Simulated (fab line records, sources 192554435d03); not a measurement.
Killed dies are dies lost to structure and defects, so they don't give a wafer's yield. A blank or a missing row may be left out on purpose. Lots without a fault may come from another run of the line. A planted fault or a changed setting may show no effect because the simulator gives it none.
Chamber matching | flow n5_finfet | N5_BEOL_M2_ETCH_74 on rie_diel-03: 4 sister chambers
The step etches underlayer in N2/H2, target depth 6.5 nm, time 5.2 s. 4 wafers are shown with their chamber, then 8 later ones without.

WAFERS WITH THEIR CHAMBER
wafer  | chamber | showerhead_plenum_p_Torr (Torr)
L085.5 | 3       | 2.51
L089.1 | 1       | 2.49
L089.3 | 0       | 2.43
L095.3 | 2       | 2.69

WAFERS WITHOUT THEIR CHAMBER
wafer  | showerhead_plenum_p_Torr (Torr)
L095.4 | 2.69
L095.6 | 2.42
L096.2 | 2.69
L096.4 | 2.69
L096.6 | 2.49
L097.1 | 2.49
L097.2 | 2.42
L097.6 | 2.49

WHICH CHAMBER EACH WENT THROUGH
wafer  | from the rows above | in truth
L095.4 | 2                   | 2
L095.6 | 0                   | 0
L096.2 | 2                   | 2
L096.4 | 2                   | 2
L096.6 | 1                   | 1
L097.1 | 1                   | 1
L097.2 | 0                   | 0
L097.6 | 1                   | 1
Placed correctly: 8 of 8. Can't be placed from these rows: 0. Placed wrongly: 0.
How it was worked out, from the rows above alone: a wafer's distance from a chamber is the root of the sum, over the readings, of the square of ((its reading less the chamber's mean) divided by the reading's scatter). The wafer belongs to the nearest chamber; if the next one is less than 2 further off, it can't be placed. A chamber's mean is the mean of its shown wafers. The scatter: with one shown wafer a chamber, the root of the mean of the squares of how far each hidden wafer lies from its nearest shown one.
